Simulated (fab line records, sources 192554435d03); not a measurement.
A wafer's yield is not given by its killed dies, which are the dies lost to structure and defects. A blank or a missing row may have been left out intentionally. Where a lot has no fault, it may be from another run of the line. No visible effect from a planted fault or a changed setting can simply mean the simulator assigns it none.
fab line records | flow n5-finfet
record: lots: 7 | wafers: 21 | last-day: 17
route steps=1938 shown MOL_CONTACT_COAG@533 PASSIVATION@1936
lots that met no fault: taken from a fault-free run of the same line
start-h: hours from the record's first day to the start of the lot's first wafer shown | wait-h: time in hours since the lot's previous step | " identical to the entry in the row above | L1.1+2: a row that stands for several wafers | - either no value or no given start | * or withheld: withheld | < > ~ a bound
route shown NAME@n: a module of which the file shows steps, and the number in the route of the first | usual: average and standard deviation across the fault-free wafers | same: alike in all rows | chamber/n: place in a boat | sites: the reading at each site | _std_site: the standard deviation of these | _edge_site: mean of outer sites minus mean of inner sites | radius-mm: for every site, how far away it sits from the centre of the wafer | mask NAME#n: copy n | behind: the last tool/chamber to shape the wafer | hold: what put the lot on hold/how long, in hours/how the hold closed | device: the n, p or np transistor that did not switch | end of line: the route-end tests of the same wafers | where a step has no rows: the recipe by itself | killed: not the wafer's yield, but the dies lost to structure and defects at the first sort | map: a wafer's dies, marking killed ones x, the rest . and places with no die _
set.NAME: the setting as run; set.NAME@STEP: as run at that earlier step | model.NAME: the simulator's own value behind a step, which no gauge read
lots seen at some steps along the route; tables by step, rows by wafer
services: when a tool's chamber went out of use (start-h, in hours from the record's first day, below 0 if earlier), for how many hours, and the reason
== steps ==
step: N5_MOL_CONTACT_COAG_STRIP_107
recipe: chemistry: N2/H2 | temp-c: 40 | n2-flow-sccm: 200 | h2-flow-sccm: 200 | rf-frequency-hz: 6e+07
step: N5_MOL_CONTACT_COAG_STRIP_108
recipe: chemistry: N2/H2 | temp-c: 40 | n2-flow-sccm: 200 | h2-flow-sccm: 200 | rf-frequency-hz: 6e+07
step: N5_MOL_CONTACT_COAG_CONTACT_ETCH_14
recipe: chemistry: C4F6/O2 | target: SiO2 | target-depth-a: 275 | overetch-a: 85 | mask-material: SOC | pressure-mtorr: 30 | source-w: 370 | bias-w: 185 | Ar_flow_sccm: 300 | C4F6_flow_sccm: 16 | O2_flow_sccm: 10 | time-s: 20 | ion-energy-ev: 259.6
usual: drypump-motor-current-A: 5.9/0.48 | oes-product-au: 0.64/0.058 | rf-vpp-V: 691.6/3 | showerhead-plenum-p-Torr: 2.85/0.087 | throttle-valve-pct: 21.21/0.25
same: time-s: 20
lot.wafer | tool        | chamber | start-h | wait-h | drypump-motor-current-A | oes-product-au | rf-hours-counter-h | rf-vpp-V | showerhead-plenum-p-Torr | throttle-valve-pct
L998.4    | rie-diel-05 | 1       | 91.56   | 0.0    | 5.0                     | 0.63           | 164                | 692.9    | 2.87                     | 21.02
L998.5    | "           | 1       | "       | "      | 5.0                     | 0.63           | -                  | 691.8    | 2.87                     | 21.00
L998.6    | "           | 2       | "       | "      | 6.0                     | 0.61           | -                  | 688.3    | 2.73                     | 21.34
L999.3    | rie-diel-04 | 2       | 104.00  | 0.0    | 6.4                     | 0.62           | 183                | 692.9    | 2.85                     | 21.41
L999.5    | "           | 2       | "       | "      | 6.3                     | 0.62           | -                  | 692.2    | 2.84                     | 21.42
L999.6    | "           | 1       | "       | "      | 6.1                     | 0.61           | -                  | 694.7    | 2.96                     | 20.95
L107.3    | rie-diel-05 | 1       | 147.48  | 0.0    | 5.0                     | 0.62           | 183                | 692.3    | 2.86                     | 21.04
L107.4    | "           | 2       | "       | "      | 5.9                     | 0.59           | 232                | 686.3    | 2.72                     | 21.36
L107.5    | "           | 1       | "       | "      | 5.0                     | 0.62           | -                  | 692.8    | 2.86                     | 21.02
L108.2    | rie-diel-03 | 1       | 163.11  | 0.0    | 6.6                     | 0.74           | 51                 | 689.3    | 2.82                     | 20.95
L108.3    | "           | 0       | "       | "      | 5.3                     | 0.62           | 182                | 691.2    | 2.88                     | 21.36
L108.4    | "           | 3       | "       | "      | 5.5                     | 0.76           | 33                 | 691.7    | 2.84                     | 21.33
L109.3    | rie-diel-03 | 1       | 163.63  | 0.0    | 6.6                     | 0.73           | 51                 | 691.1    | 2.82                     | 20.96
L109.5    | "           | 3       | "       | "      | 5.6                     | 0.76           | -                  | 691.2    | 2.84                     | 21.32
L109.6    | "           | 2       | "       | "      | 6.0                     | 0.61           | -                  | 693.8    | 2.97                     | 21.81
L116.2    | rie-diel-05 | 2       | 204.79  | 0.0    | 6.0                     | 0.59           | 248                | 687.1    | 2.72                     | 21.38
L116.3    | "           | 3       | "       | "      | 6.1                     | 0.60           | 234                | 695.0    | 2.95                     | 21.06
L116.5    | "           | 1       | "       | "      | 5.0                     | 0.60           | -                  | 693.0    | 2.86                     | 21.04
L117.3    | rie-diel-05 | 3       | 208.36  | 0.0    | 6.1                     | 0.59           | 236                | 694.7    | 2.95                     | 21.07
L117.4    | "           | 2       | "       | "      | 6.0                     | 0.59           | 250                | 688.2    | 2.71                     | 21.39
L117.5    | "           | 2       | "       | "      | 6.0                     | 0.58           | -                  | 687.4    | 2.71                     | 21.38
step: N5_MOL_CONTACT_COAG_STRIP_109
recipe: chemistry: C4F6/O2 | resist: SiARC | rf-frequency-hz: 6e+07
step: N5_MOL_CONTACT_COAG_ETCH_15
recipe: chemistry: CH3F/O2 | target: SiNx | target-depth-a: 70 | mask-material: SOC | stop-on: Si:P | over-etch-frac: 0.75 | ion-energy-ev: 120 | pressure-mtorr: 30 | source-w: 395 | bias-w: 73 | Ar_flow_sccm: 150 | CH3F_flow_sccm: 30 | O2_flow_sccm: 20
usual: drypump-motor-current-A: 5.9/0.48 | oes-product-au: 0.55/0.049 | rf-vpp-V: 294/5.1 | showerhead-plenum-p-Torr: 1.98/0.064 | throttle-valve-pct: 16.32/0.24
lot.wafer | tool        | chamber | start-h | wait-h | drypump-motor-current-A | oes-product-au | rf-hours-counter-h | rf-vpp-V | showerhead-plenum-p-Torr | throttle-valve-pct
L998.4    | rie-diel-05 | 1       | 91.60   | 0.0    | 5.0                     | 0.54           | 164                | 288      | 2.00                     | 16.15
L998.5    | "           | 1       | "       | "      | 5.0                     | 0.54           | -                  | 289      | 2.00                     | 16.14
L998.6    | "           | 2       | "       | "      | 6.0                     | 0.52           | -                  | 293      | 1.89                     | 16.43
L999.3    | rie-diel-04 | 2       | 104.04  | 0.0    | 6.4                     | 0.53           | 183                | 291      | 1.97                     | 16.51
L999.5    | "           | 2       | "       | "      | 6.3                     | 0.53           | -                  | 294      | 1.97                     | 16.54
L999.6    | "           | 1       | "       | "      | 6.1                     | 0.52           | -                  | 295      | 2.06                     | 16.14
L107.3    | rie-diel-05 | 1       | 147.51  | 0.0    | 5.0                     | 0.53           | 183                | 289      | 1.99                     | 16.20
L107.4    | "           | 2       | "       | "      | 5.9                     | 0.51           | 232                | 294      | 1.88                     | 16.47
L107.5    | "           | 1       | "       | "      | 5.0                     | 0.53           | -                  | 289      | 1.99                     | 16.18
L108.2    | rie-diel-03 | 1       | 163.14  | 0.0    | 6.6                     | 0.63           | 51                 | 293      | 1.96                     | 16.02
L108.3    | "           | 0       | "       | "      | 5.3                     | 0.53           | 182                | 298      | 2.00                     | 16.43
L108.4    | "           | 3       | "       | "      | 5.5                     | 0.65           | 33                 | 299      | 1.97                     | 16.31
L109.3    | rie-diel-03 | 1       | 163.66  | 0.0    | 6.6                     | 0.62           | 51                 | 294      | 1.96                     | 16.00
L109.5    | "           | 3       | "       | "      | 5.5                     | 0.65           | -                  | 300      | 1.97                     | 16.31
L109.6    | "           | 2       | "       | "      | 6.0                     | 0.52           | -                  | 297      | 2.07                     | 16.85
L116.2    | rie-diel-05 | 2       | 204.82  | 0.0    | 5.9                     | 0.51           | 248                | 293      | 1.88                     | 16.52
L116.3    | "           | 3       | "       | "      | 6.1                     | 0.51           | 234                | 287      | 2.05                     | 16.20
L116.5    | "           | 1       | "       | "      | 5.0                     | 0.52           | -                  | 289      | 1.99                     | 16.20
L117.3    | rie-diel-05 | 3       | 208.40  | 0.0    | 6.1                     | 0.51           | 236                | 287      | 2.05                     | 16.20
L117.4    | "           | 2       | "       | "      | 5.9                     | 0.50           | 250                | 292      | 1.88                     | 16.51
L117.5    | "           | 2       | "       | "      | 6.0                     | 0.50           | -                  | 292      | 1.88                     | 16.51
step: N5_MOL_CONTACT_COAG_ETCH_110
recipe: chemistry: CF4/O2 | target: Si | target-depth-a: 25 | time-s: 8 | pressure-mtorr: 100 | source-w: 200 | bias-w: 12 | ion-energy-ev: 60 | Ar_flow_sccm: 100 | cf4-flow-sccm: 100 | O2_flow_sccm: 10
usual: cf4-flow-sccm: 99.99/0.29 | drypump-motor-current-A: 5.9/0.47 | oes-product-au: 0.74/0.075 | rf-vpp-V: 126.0/2.4 | showerhead-plenum-p-Torr: 2.20/0.063 | throttle-valve-pct: 10.80/0.24
same: time-s: 8
lot.wafer | tool        | chamber | start-h | wait-h | cf4-flow-sccm | drypump-motor-current-A | oes-product-au | rf-hours-counter-h | rf-vpp-V | showerhead-plenum-p-Torr | throttle-valve-pct
L998.4    | rie-diel-05 | 1       | 91.66   | 0.0    | 99.91         | 5.0                     | 0.73           | 164                | 124.9    | 2.22                     | 10.67
L998.5    | "           | 1       | "       | "      | 100.15        | 5.0                     | 0.73           | -                  | 123.1    | 2.22                     | 10.65
L998.6    | "           | 2       | "       | "      | 100.11        | 6.0                     | 0.71           | -                  | 124.7    | 2.12                     | 11.00
L999.3    | rie-diel-04 | 2       | 104.10  | 0.0    | 100.08        | 6.4                     | 0.72           | 183                | 122.8    | 2.20                     | 11.01
L999.5    | "           | 2       | "       | "      | 99.86         | 6.4                     | 0.72           | -                  | 123.9    | 2.20                     | 11.01
L999.6    | "           | 1       | "       | "      | 100.18        | 6.1                     | 0.72           | -                  | 127.2    | 2.28                     | 10.67
L107.3    | rie-diel-05 | 1       | 147.57  | 0.0    | 99.92         | 5.0                     | 0.71           | 183                | 124.7    | 2.21                     | 10.71
L107.4    | "           | 2       | "       | "      | 99.75         | 6.0                     | 0.70           | 232                | 124.8    | 2.11                     | 11.03
L107.5    | "           | 1       | "       | "      | 99.90         | 5.0                     | 0.72           | -                  | 123.3    | 2.22                     | 10.72
L108.2    | rie-diel-03 | 1       | 163.20  | 0.0    | 100.46        | 6.6                     | 0.87           | 51                 | 124.5    | 2.18                     | 10.40
L108.3    | "           | 0       | "       | "      | 100.42        | 5.3                     | 0.73           | 182                | 127.0    | 2.22                     | 10.88
L108.4    | "           | 3       | "       | "      | 99.89         | 5.5                     | 0.89           | 33                 | 129.6    | 2.20                     | 10.61
L109.3    | rie-diel-03 | 1       | 163.72  | 0.0    | 99.87         | 6.6                     | 0.89           | 51                 | 125.7    | 2.18                     | 10.40
L109.5    | "           | 3       | "       | "      | 99.86         | 5.5                     | 0.91           | -                  | 128.2    | 2.20                     | 10.62
L109.6    | "           | 2       | "       | "      | 99.77         | 6.0                     | 0.72           | -                  | 127.8    | 2.28                     | 11.25
L116.2    | rie-diel-05 | 2       | 204.88  | 0.0    | 100.13        | 6.0                     | 0.69           | 249                | 126.2    | 2.11                     | 11.11
L116.3    | "           | 3       | "       | "      | 99.98         | 6.2                     | 0.69           | 234                | 123.8    | 2.28                     | 10.78
L116.5    | "           | 1       | "       | "      | 100.26        | 5.0                     | 0.71           | -                  | 124.0    | 2.21                     | 10.75
L117.3    | rie-diel-05 | 3       | 208.46  | 0.0    | 99.66         | 6.1                     | 0.69           | 236                | 122.8    | 2.28                     | 10.78
L117.4    | "           | 2       | "       | "      | 100.05        | 5.9                     | 0.68           | 250                | 125.2    | 2.11                     | 11.08
L117.5    | "           | 2       | "       | "      | 100.20        | 5.9                     | 0.69           | -                  | 123.7    | 2.11                     | 11.08
step: N5_MOL_CONTACT_COAG_STRIP_98
recipe: chemistry: N2/H2 | power-w: 500 | temp-c: 40 | pressure-mtorr: 50 | rf-frequency-hz: 6e+07 | overash-fraction: 0.3 | bias-power-w: 8 | h2-frac: 0.5 | n2-flow-sccm: 300 | h2-flow-sccm: 300
usual: drypump-motor-current-A: 5.9/0.48 | oes-product-au: 0.75/0.075 | rf-vpp-V: 54.1/1.4 | showerhead-plenum-p-Torr: 3.33/0.094 | throttle-valve-pct: 19.0/0.34
same: overash-fraction: 0.3
lot.wafer | tool        | chamber | start-h | wait-h | drypump-motor-current-A | oes-product-au | rf-hours-counter-h | rf-vpp-V | showerhead-plenum-p-Torr | throttle-valve-pct
L998.4    | rie-diel-05 | 1       | 91.71   | 0.0    | 5.0                     | 0.74           | 164                | 52.0     | 3.36                     | 18.9
L998.5    | "           | 1       | "       | "      | 5.0                     | 0.75           | -                  | 54.8     | 3.36                     | 18.9
L998.6    | "           | 2       | "       | "      | 5.9                     | 0.71           | -                  | 54.6     | 3.20                     | 19.3
L999.3    | rie-diel-04 | 2       | 104.15  | 0.0    | 6.4                     | 0.72           | 183                | 55.0     | 3.35                     | 19.1
L999.5    | "           | 2       | "       | "      | 6.4                     | 0.72           | -                  | 53.7     | 3.35                     | 19.1
L999.6    | "           | 1       | "       | "      | 6.1                     | 0.72           | -                  | 56.6     | 3.47                     | 18.6
L107.3    | rie-diel-05 | 1       | 147.62  | 0.0    | 5.0                     | 0.72           | 183                | 52.4     | 3.35                     | 18.9
L107.4    | "           | 2       | "       | "      | 6.0                     | 0.68           | 232                | 52.6     | 3.19                     | 19.3
L107.5    | "           | 1       | "       | "      | 5.0                     | 0.72           | -                  | 54.2     | 3.35                     | 19.0
L108.2    | rie-diel-03 | 1       | 163.25  | 0.0    | 6.6                     | 0.87           | 51                 | 54.0     | 3.29                     | 18.6
L108.3    | "           | 0       | "       | "      | 5.4                     | 0.73           | 182                | 52.7     | 3.32                     | 19.0
L108.4    | "           | 3       | "       | "      | 5.5                     | 0.91           | 33                 | 56.3     | 3.30                     | 18.8
L109.3    | rie-diel-03 | 1       | 163.77  | 0.0    | 6.6                     | 0.86           | 51                 | 53.5     | 3.29                     | 18.7
L109.5    | "           | 3       | "       | "      | 5.5                     | 0.90           | -                  | 54.0     | 3.30                     | 18.8
L109.6    | "           | 2       | "       | "      | 6.0                     | 0.72           | -                  | 56.2     | 3.46                     | 19.8
L116.2    | rie-diel-05 | 2       | 204.93  | 0.0    | 5.9                     | 0.68           | 249                | 53.3     | 3.18                     | 19.3
L116.3    | "           | 3       | "       | "      | 6.1                     | 0.70           | 234                | 53.2     | 3.43                     | 18.6
L116.5    | "           | 1       | "       | "      | 5.0                     | 0.71           | -                  | 52.6     | 3.34                     | 19.0
L117.3    | rie-diel-05 | 3       | 208.51  | 0.0    | 6.1                     | 0.70           | 236                | 54.5     | 3.43                     | 18.5
L117.4    | "           | 2       | "       | "      | 6.0                     | 0.69           | 250                | 54.4     | 3.18                     | 19.3
L117.5    | "           | 2       | "       | "      | 6.0                     | 0.69           | -                  | 53.1     | 3.18                     | 19.3
step: N5_MOL_CONTACT_COAG_CD_MEAS_99
recipe: target-cd-nm: 17.2 | polarity: opening
usual: cd-nm: 17.1/0.38
lot.wafer | tool      | chamber | start-h | wait-h | cd-nm
L998.4    | cd-sem-03 | -       | 91.78   | -      | 16.9
L998.5    | "         | -       | "       | "      | 16.9
L998.6    | "         | -       | "       | "      | 17.0
L999.3    | cd-sem-02 | -       | 104.22  | -      | 16.7
L999.5    | "         | -       | "       | "      | 16.6
L999.6    | "         | -       | "       | "      | 17.7
L107.3    | cd-sem-03 | -       | 147.69  | -      | 17.5
L107.4    | "         | -       | "       | "      | 17.5
L107.5    | "         | -       | "       | "      | 17.3
L108.2    | cd-sem-02 | -       | 163.32  | -      | 17.0
L108.3    | "         | -       | "       | "      | 16.5
L108.4    | "         | -       | "       | "      | 17.1
L109.3    | cd-sem-01 | -       | 163.84  | -      | 16.8
L109.5    | "         | -       | "       | "      | 16.9
L109.6    | "         | -       | "       | "      | 16.9
L116.2    | cd-sem-02 | -       | 205.00  | -      | 17.3
L116.3    | "         | -       | "       | "      | 17.4
L116.5    | "         | -       | "       | "      | 17.6
L117.3    | cd-sem-03 | -       | 208.58  | -      | 16.8
L117.4    | "         | -       | "       | "      | 17.1
L117.5    | "         | -       | "       | "      | 16.7
step: N5_MOL_CONTACT_COAG_IMPLANT_129
recipe: species: Ge | energy-kev: 3 | dose-cm2: 6e+14 | tilt-deg: 0 | rotation-deg: 0
step: N5_MOL_CONTACT_COAG_PRECLEAN_111
recipe: chemistry: NF3:NH3 | afs-cycles: 1 | temp-c: 30 | time-s: 20 | sublimation-temp-c: 180 | sublimation-time-s: 60 | pressure-torr: 3 | rf-power-w: 30
step: N5_MOL_CONTACT_COAG_TI_SIL_19
recipe: material: Ti | target-thk-a: 42 | temp-c: 200 | chamber-pressure-pa: 5 | power-w: 5000 | time-s: 15
usual: chamber-pressure-pa: 5.001/0.011 | throttle-valve-pct: 30.2/0.97
same: time-s: 15
lot.wafer | tool           | chamber | start-h | wait-h | chamber-pressure-pa | throttle-valve-pct
L998.4    | pvd-sputter-03 | -       | 92.39   | 0.2    | 5.004               | 30.6
L998.5    | "              | -       | "       | "      | 4.987               | 29.8
L998.6    | "              | -       | "       | "      | 4.993               | 30.6
L999.3    | pvd-sputter-01 | -       | 105.95  | 1.4    | 4.991               | 30.6
L999.5    | "              | -       | "       | "      | 4.990               | 30.2
L999.6    | "              | -       | "       | "      | 5.004               | 29.6
L107.3    | pvd-sputter-02 | -       | 148.31  | 0.2    | 5.003               | 28.8
L107.4    | "              | -       | "       | "      | 4.994               | 29.1
L107.5    | "              | -       | "       | "      | 5.012               | 28.0
L108.2    | pvd-sputter-03 | -       | 164.00  | 0.2    | 5.024               | 29.7
L108.3    | "              | -       | "       | "      | 4.997               | 32.2
L108.4    | "              | -       | "       | "      | 5.004               | 30.0
L109.3    | pvd-sputter-03 | -       | 164.30  | 0.1    | 5.003               | 30.7
L109.5    | "              | -       | "       | "      | 5.021               | 31.9
L109.6    | "              | -       | "       | "      | 4.988               | 29.9
L116.2    | pvd-sputter-03 | -       | 205.90  | 0.2    | 4.999               | 30.7
L116.3    | "              | -       | "       | "      | 4.986               | 30.1
L116.5    | "              | -       | "       | "      | 5.014               | 32.1
L117.3    | pvd-sputter-03 | -       | 209.38  | 0.4    | 5.011               | 30.5
L117.4    | "              | -       | "       | "      | 5.002               | 29.7
L117.5    | "              | -       | "       | "      | 5.012               | 30.9
step: N5_MOL_CONTACT_COAG_ALD_20
recipe: material: TiN | target-thk-a: 15 | temp-c: 400 | ald-precursor-family: TiCl4 | ald-co-reactant: NH3 | pulse-time-s: 1 | purge-time-s: 3 | co-reactant-purge-time-s: 2 | co-reactant-pulse-time-s: 2 | ald-cycles: 68 | pressure-torr: 3
step: N5_MOL_CONTACT_COAG_SIL_ANNEAL_21
recipe: temp-c: 550 | time-s: 60 | ambient: N2
usual: lamp-power-pct: 5.62/0.27 | lamp_zone_1_pct: 5.62/0.27 | lamp_zone_5_pct: 5.63/0.27 | time-s: 60/0 | wafer_temp_C_max: 552.3/0.52
lot.wafer | tool          | chamber | start-h | wait-h | lamp-power-pct | lamp_zone_1_pct | lamp_zone_5_pct | time-s | wafer_temp_C_max
L998.4    | rtp-anneal-02 | 0       | 92.97   | 0.3    | 5.95           | 5.96            | 5.96            | 60     | 552.8
L998.5    | "             | 0       | "       | "      | 5.94           | 5.95            | 5.96            | 60     | 552.5
L998.6    | "             | 0       | "       | "      | 5.95           | 5.95            | 5.96            | 60     | 552.8
L999.3    | rtp-anneal-02 | 0       | 106.52  | 0.3    | 5.95           | 5.95            | 5.96            | 60     | 552.5
L999.5    | "             | 0       | "       | "      | 5.95           | 5.94            | 5.96            | 60     | 552.3
L999.6    | "             | 0       | "       | "      | 5.93           | 5.95            | 5.96            | 60     | 553.2
L107.3    | rtp-anneal-02 | -       | 148.92  | 0.3    | -              | -               | -               | -      | -
L107.4    | "             | -       | "       | "      | -              | -               | -               | -      | -
L107.5    | "             | -       | "       | "      | -              | -               | -               | -      | -
L108.2    | rtp-anneal-01 | -       | 164.53  | 0.2    | -              | -               | -               | -      | -
L108.3    | "             | -       | "       | "      | -              | -               | -               | -      | -
L108.4    | "             | -       | "       | "      | -              | -               | -               | -      | -
L109.3    | rtp-anneal-02 | -       | 164.86  | 0.3    | -              | -               | -               | -      | -
L109.5    | "             | -       | "       | "      | -              | -               | -               | -      | -
L109.6    | "             | -       | "       | "      | -              | -               | -               | -      | -
L116.2    | rtp-anneal-02 | 0       | 206.43  | 0.2    | 5.95           | 5.95            | 5.95            | 60     | 551.5
L116.3    | "             | 0       | "       | "      | 5.95           | 5.93            | 5.96            | 60     | 551.8
L116.5    | "             | 0       | "       | "      | 5.95           | 5.95            | 5.96            | 60     | 551.8
L117.3    | rtp-anneal-01 | 0       | 209.94  | 0.3    | 5.39           | 5.39            | 5.39            | 60     | 552.4
L117.4    | "             | 0       | "       | "      | 5.39           | 5.39            | 5.41            | 60     | 552.0
L117.5    | "             | 0       | "       | "      | 5.39           | 5.39            | 5.41            | 60     | 552.2
step: N5_MOL_CONTACT_COAG_PRE_CLEAN_141
recipe: gas: H2/He | time-s: 60 | temp-c: 300
step: N5_PASSIVATION_PROBE_49
usual: killed_at_M0_to_M3: 34/11 | killed_at_M4_up: 14/5.7 | killed-at-contacts: 14/6.9 | killed-at-front-end: 40/11 | killed-at-other: 4/3.1 | killed-dies: 105/17 | killed-open: 70/13 | killed-short: 34/7.6
same: gross-dies: 1180 | killed-at-back-side: 0
lot.wafer | tool      | chamber | start-h | wait-h | killed_at_M0_to_M3 | killed_at_M4_up | killed-at-contacts | killed-at-front-end | killed-at-other | killed-dies | killed-open | killed-short
L999.3    | prober-01 | -       | 270.61  | 0.1    | 38                 | 12              | 7                  | 38                  | 4               | 99          | 56          | 42
L999.5    | prober-01 | -       | 270.71  | 0.2    | 26                 | 17              | 0                  | 48                  | 5               | 96          | 62          | 31
L999.6    | prober-01 | -       | 270.76  | 0.3    | 27                 | 15              | 15                 | 35                  | 4               | 96          | 62          | 34
L998.4    | prober-02 | -       | 278.55  | 0.2    | 37                 | 8               | 15                 | 41                  | 3               | 104         | 74          | 29
L998.5    | prober-02 | -       | 278.60  | 0.2    | 18                 | 15              | 8                  | 31                  | 6               | 78          | 59          | 19
L998.6    | prober-02 | -       | 278.65  | 0.3    | 20                 | 12              | 9                  | 52                  | 1               | 94          | 68          | 26
L107.3    | prober-01 | -       | 329.27  | 0.1    | 23                 | 9               | 8                  | 22                  | 3               | 65          | 40          | 23
L107.4    | prober-01 | -       | 329.32  | 0.2    | 24                 | 14              | 16                 | 29                  | 3               | 86          | 60          | 25
L107.5    | prober-01 | -       | 329.37  | 0.2    | 35                 | 6               | 16                 | 26                  | 1               | 84          | 60          | 22
L116.2    | prober-01 | -       | 403.32  | 0.1    | 22                 | 9               | 15                 | 49                  | 0               | 95          | 53          | 41
L116.3    | prober-01 | -       | 403.37  | 0.1    | 28                 | 16              | 8                  | 34                  | 2               | 88          | 61          | 24
L116.5    | prober-01 | -       | 403.47  | 0.2    | 30                 | 13              | 26                 | 45                  | 4               | 118         | 80          | 38
L117.3    | prober-02 | -       | 409.73  | 0.1    | 78                 | 11              | 8                  | 28                  | 6               | 131         | 87          | 43
L117.4    | prober-02 | -       | 409.78  | 0.2    | 42                 | 13              | 5                  | 29                  | 1               | 90          | 54          | 33
L117.5    | prober-02 | -       | 409.83  | 0.2    | 66                 | 10              | 4                  | 38                  | 9               | 127         | 79          | 47
killed by level:class
L999.3 BEOL_M0_SAQP:geometric-particle:short=12 DUMMY_GATE:geometric-particle:open=7 BEOL_M3:geometric-particle:open=7 BEOL_M1:geometric-particle:open=6 MOL_CONTACT_COAG:geometric-particle:open=5 STI_FIN_REVEAL:geometric-particle:open=4 BEOL_M0_SAQP:geometric-particle:open=4 GATE_CUT:geometric-particle:short=4
L999.5 DUMMY_GATE:geometric-particle:open=10 FIN_SAQP:geometric-particle:open=8 GATE_CUT:geometric-particle:short=6 FIN_SAQP:geometric-particle:short=5 BEOL_M0_SAQP:geometric-particle:open=5 BEOL_M0_SAQP:geometric-particle:short=5 BEOL_M2:geometric-particle:open=5 BEOL_M5:geometric-particle:open=5
L999.6 MOL_CONTACT_COAG:geometric-particle:open=14 STI_FIN_REVEAL:geometric-particle:open=10 BEOL_M1:geometric-particle:open=10 BEOL_M0_SAQP:geometric-particle:open=5 BEOL_M4:geometric-particle:open=4 BEOL_M4:geometric-particle:short=4 STARTING-WAFER:geometric-particle:short=4 STI_FIN_REVEAL:geometric-particle:short=3
L998.4 MOL_CONTACT_COAG:geometric-particle:open=11 FIN_SAQP:geometric-particle:short=9 FIN_SAQP:geometric-particle:open=9 BEOL_M3:geometric-particle:open=8 DUMMY_GATE:geometric-particle:open=7 BEOL_M0_SAQP:geometric-particle:open=7 BEOL_M0:geometric-particle:open=6 BEOL_M1:geometric-particle:open=6
L998.5 FIN_SAQP:geometric-particle:open=8 MOL_CONTACT_COAG:geometric-particle:open=7 STI_FIN_REVEAL:geometric-particle:open=6 BEOL_M0_SAQP:geometric-particle:open=6 MIM_TOP_ETCH:geometric-particle:open=5 BEOL_M4:geometric-particle:open=4 FIN_SAQP:geometric-particle:short=3 DUMMY_GATE:geometric-particle:open=3
L998.6 STI_FIN_REVEAL:geometric-particle:open=14 FIN_SAQP:geometric-particle:open=10 FIN_SAQP:geometric-particle:short=8 MOL_CONTACT_COAG:geometric-particle:open=6 BEOL_M1:geometric-particle:open=6 BEOL_M4:geometric-particle:open=6 GATE_CUT:geometric-particle:short=5 STARTING-WAFER:geometric-particle:open=5
L107.3 BEOL_M0_SAQP:geometric-particle:short=8 MOL_CONTACT_COAG:geometric-particle:open=7 STI_FIN_REVEAL:geometric-particle:open=6 BEOL_M3:geometric-particle:open=4 FIN_SAQP:geometric-particle:open=3 BEOL_M0_SAQP:geometric-particle:open=3 BEOL_M0:geometric-particle:open=3 BEOL_M5:geometric-particle:open=3
L107.4 STI_FIN_REVEAL:geometric-particle:open=10 MOL_CONTACT_COAG:geometric-particle:open=10 MOL_CONTACT_COAG:geometric-particle:short=6 BEOL_M2:geometric-particle:open=6 BEOL_M0_SAQP:geometric-particle:short=5 BEOL_M3:geometric-particle:open=5 FIN_SAQP:geometric-particle:open=4 GATE_CUT:geometric-particle:open=3
L107.5 MOL_CONTACT_COAG:geometric-particle:open=12 STI_FIN_REVEAL:geometric-particle:open=10 BEOL_M2:geometric-particle:open=9 BEOL_M3:geometric-particle:open=9 BEOL_M0_SAQP:geometric-particle:short=5 BEOL_M0:geometric-particle:open=5 MOL_CONTACT_COAG:geometric-particle:short=4 GATE_CUT:geometric-particle:short=3
L116.2 STI_FIN_REVEAL:geometric-particle:open=12 MOL_CONTACT_COAG:geometric-particle:open=12 FIN_SAQP:geometric-particle:short=10 BEOL_M0_SAQP:geometric-particle:short=6 STARTING-WAFER:geometric-particle:short=6 FIN_SAQP:geometric-particle:open=5 BEOL_M4:geometric-particle:open=4 DUMMY_GATE:geometric-particle:open=4
L116.3 FIN_SAQP:geometric-particle:open=9 BEOL_M0_SAQP:geometric-particle:short=9 BEOL_M4:geometric-particle:open=9 STI_FIN_REVEAL:geometric-particle:open=6 BEOL_M2:geometric-particle:open=6 MOL_CONTACT_COAG:geometric-particle:open=5 BEOL_M0_SAQP:geometric-particle:open=5 BEOL_M3:geometric-particle:open=5
L116.5 MOL_CONTACT_COAG:geometric-particle:open=20 BEOL_M3:geometric-particle:open=11 FIN_SAQP:geometric-particle:open=9 BEOL_M2:geometric-particle:open=8 STI_FIN_REVEAL:geometric-particle:open=7 GATE_CUT:geometric-particle:short=7 MOL_CONTACT_COAG:geometric-particle:short=6 FIN_SAQP:geometric-particle:short=5
L117.3 BEOL_M0_SAQP:geometric-particle:open=23 BEOL_M0_SAQP:geometric-particle:short=21 BEOL_M1:geometric-particle:open=12 BEOL_M3:geometric-particle:open=10 BEOL_M2:geometric-particle:open=8 MOL_CONTACT_COAG:geometric-particle:open=6 STI_FIN_REVEAL:geometric-particle:open=5 GATE_CUT:geometric-particle:short=5
L117.4 BEOL_M1:geometric-particle:open=12 BEOL_M0_SAQP:geometric-particle:short=11 BEOL_M0_SAQP:geometric-particle:open=10 STI_FIN_REVEAL:geometric-particle:open=5 MOL_CONTACT_COAG:geometric-particle:open=5 STARTING-WAFER:geometric-particle:short=4 BEOL_M0:geometric-particle:open=3 BEOL_M1:geometric-particle:short=3
L117.5 BEOL_M1:geometric-particle:open=19 BEOL_M0_SAQP:geometric-particle:short=15 STI_FIN_REVEAL:geometric-particle:open=13 BEOL_M0_SAQP:geometric-particle:open=10 BEOL_M2:geometric-particle:open=10 FIN_SAQP:geometric-particle:short=6 STI_FIN_REVEAL:geometric-particle:short=5 BEOL_M4:geometric-particle:open=4
== services ==
tool           | chamber | start-h | hours | kind
rie-diel-03    | -       | 95.44   | 6.3   | repair
rie-diel-04    | 1       | 111.29  | 4.4   | repair
pvd-sputter-02 | -       | 126.57  | 5.3   | repair
rie-diel-04    | 0       | 137.60  | 42.6  | repair
rie-diel-05    | -       | 172.74  | 15.6  | pm
rie-diel-05    | 2       | 209.68  | -     | clean
rie-diel-05    | 2       | 209.68  | -     | consumable-replace:focus-ring
rie-diel-05    | 2       | 209.68  | -     | consumable-replace:showerhead
rie-diel-05    | 2       | 209.68  | 16.3  | scheduled-down
rie-diel-05    | 2       | 209.68  | 16.3  | vent-cycle
== key ==
first-sign: step: N5_MOL_CONTACT_COAG_SIL_ANNEAL_21 | reading: tool-record | direction: missing
effect none on later readings
met-at N5_MOL_CONTACT_COAG_SIL_ANNEAL_21
struck-wafers L107.3,L107.4,L107.5,L108.2,L108.3,L108.4,L109.3,L109.5,L109.6
rows-end L108.2,L108.3,L108.4,L109.3,L109.5,L109.6
tester-left-out L107
onset-between 106.52 148.92
fault: kind: skipped-step-whole | tool: rtp-anneal-01,rtp-anneal-02 | chamber: - | onset-h: 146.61 | steps: N5_MOL_CONTACT_COAG_SIL_ANNEAL_21 | scope: struck-lots-only
tester-left-out: of these lots the tester's yield and bins aren't shown, on N5 and GAA mostly nor the transistor test; their killed dies are dies lost to structure and defects alone, not to doping, threshold or leakage, so they don't give the yield
rows-end: these wafers met a further fault down the route, and their rows from its step on are left out
